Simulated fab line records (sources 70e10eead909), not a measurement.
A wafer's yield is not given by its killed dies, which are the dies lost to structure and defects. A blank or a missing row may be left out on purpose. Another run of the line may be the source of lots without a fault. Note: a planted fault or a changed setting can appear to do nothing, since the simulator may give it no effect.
Matching of chambers ; flow nand harc ; NHARC_P_CONTACT_ETCH_35 on rie diel-09: 4 sister chambers
The step etches the open film in CF4, target depth 39 nm, time 65 s. 14 wafers are shown with their chamber, then 7 later ones without.

== WAFERS PAIRED WITH THEIR CHAMBERS ==
wafer;chamber;showerhead plenum p Torr (Torr);drypump motor current A (A);oes product au (a.u.)
L936.1;2;1.81;6.2;1.010
L936.2;3;1.86;5.8;1.000
L936.4;0;1.78;6.0;1.018
L939.1;3;1.86;5.8;0.976
L939.2;0;1.78;6.0;1.007
L939.6;2;1.81;6.2;1.026
L942.1;2;1.81;6.2;1.001
L942.2;1;1.81;6.5;0.992
L942.5;1;1.81;6.5;0.991
L943.1;0;1.78;6.0;1.009
L943.4;1;1.81;6.5;0.999
L943.6;1;1.81;6.5;0.989
L946.2;3;1.85;5.9;0.988
L946.3;2;1.81;6.2;1.013

SIGNATURES, as means of the wafers listed above
reading;chamber 0;chamber 1;chamber 2;chamber 3;scatter within a chamber
showerhead plenum p Torr;1.7800;1.8100;1.8100;1.8567;0.00258
drypump motor current A;6.000;6.500;6.200;5.833;0.0258
oes product au;1.01133;0.99275;1.01250;0.98800;0.00857
Rule: for each reading, subtract the chamber's mean from the wafer's reading, divide by that reading's scatter and square the result; add these up over the readings and take the root, which gives the wafer's distance from the chamber. If the next closest chamber is less than 2 further off than the closest, the wafer can't be placed; otherwise it belongs to the closest. The scatter: take each reading less its chamber's mean, square it, sum over the shown wafers, divide by the number of wafers less the number of chambers, and take the root.

== WAFERS WITH NO CHAMBER GIVEN ==
wafer;showerhead plenum p Torr (Torr);drypump motor current A (A);oes product au (a.u.)
L946.6;1.85;5.8;0.979
L944.1;1.81;6.5;0.995
L944.5;1.78;6.0;1.014
L944.6;1.85;5.8;0.982
L955.1;1.81;6.5;1.006
L955.2;1.85;5.8;0.975
L955.4;1.80;6.2;1.014

== WHICH CHAMBER EACH ONE RAN IN ==
wafer;from the rows above;in truth
L946.6;3;3
L944.1;1;1
L944.5;0;0
L944.6;3;3
L955.1;1;1
L955.2;3;3
L955.4;2;2
Placed correctly: 7 of 7. Left unplaced by these rows: 0. Number placed wrongly: 0.
